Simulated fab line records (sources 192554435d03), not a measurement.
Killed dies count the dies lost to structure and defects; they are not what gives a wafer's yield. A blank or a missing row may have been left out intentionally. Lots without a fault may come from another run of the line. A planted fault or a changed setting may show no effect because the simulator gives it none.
Matching of chambers	flow n5Finfet	N5_ILD0_CMP_12 on cmp-04: 4 sister chambers
The step polishes SiNx, stops on poly-Si, t overpolish 6 s, target thk 17.67 nm. 8 wafers are shown with their chamber, then 9 later ones without.

## WAFERS PAIRED WITH THEIR CHAMBERS
wafer	chamber	motorCurrentA (A)	timeToEndpointS (s)
L083.1	1	10.8	28.5
L083.4	2	11.1	28.5
L085.3	0	8.0	25.8
L085.5	3	10.0	26.9
L085.6	0	7.9	24.7
L086.1	1	10.2	29.0
L086.5	3	10.0	28.6
L086.6	2	10.6	26.7

## WAFERS MISSING THEIR CHAMBER
wafer	motorCurrentA (A)	timeToEndpointS (s)
L092.2	10.0	27.9
L092.4	10.6	27.5
L092.5	9.7	25.0
L093.1	9.8	27.8
L093.5	10.1	29.8
L093.6	10.5	28.7
L095.2	11.2	27.2
L095.4	10.1	23.1
L095.5	7.8	24.1

## WHICH CHAMBER EACH WENT THROUGH
wafer	from the rows above	in truth
L092.2	can't be placed: 3 or 1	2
L092.4	can't be placed: 2 or 1 or 3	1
L092.5	can't be placed: 3 or 1 or 2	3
L093.1	can't be placed: 3 or 1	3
L093.5	can't be placed: 1 or 3 or 2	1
L093.6	can't be placed: 1 or 2 or 3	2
L095.2	can't be placed: 2 or 1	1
L095.4	can't be placed: 3 or 2 or 1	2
L095.5	0	0
Correct placement for 1 of the 9. These rows do not allow placing 8 (true chamber among the candidates in 7). Number placed wrongly: 0.
How it was worked out, from the rows above alone: a wafer's distance from a chamber is the root of the sum, over the readings, of the square of ((its reading less the chamber's mean) divided by the reading's scatter). The wafer belongs to the nearest chamber; if the next one is less than 2 further off, it can't be placed. For every chamber, the mean is computed from those of its wafers that are shown. The scatter: the root of (the sum of the squares of (reading less its chamber's mean) over the shown wafers, divided by (wafers less chambers)).
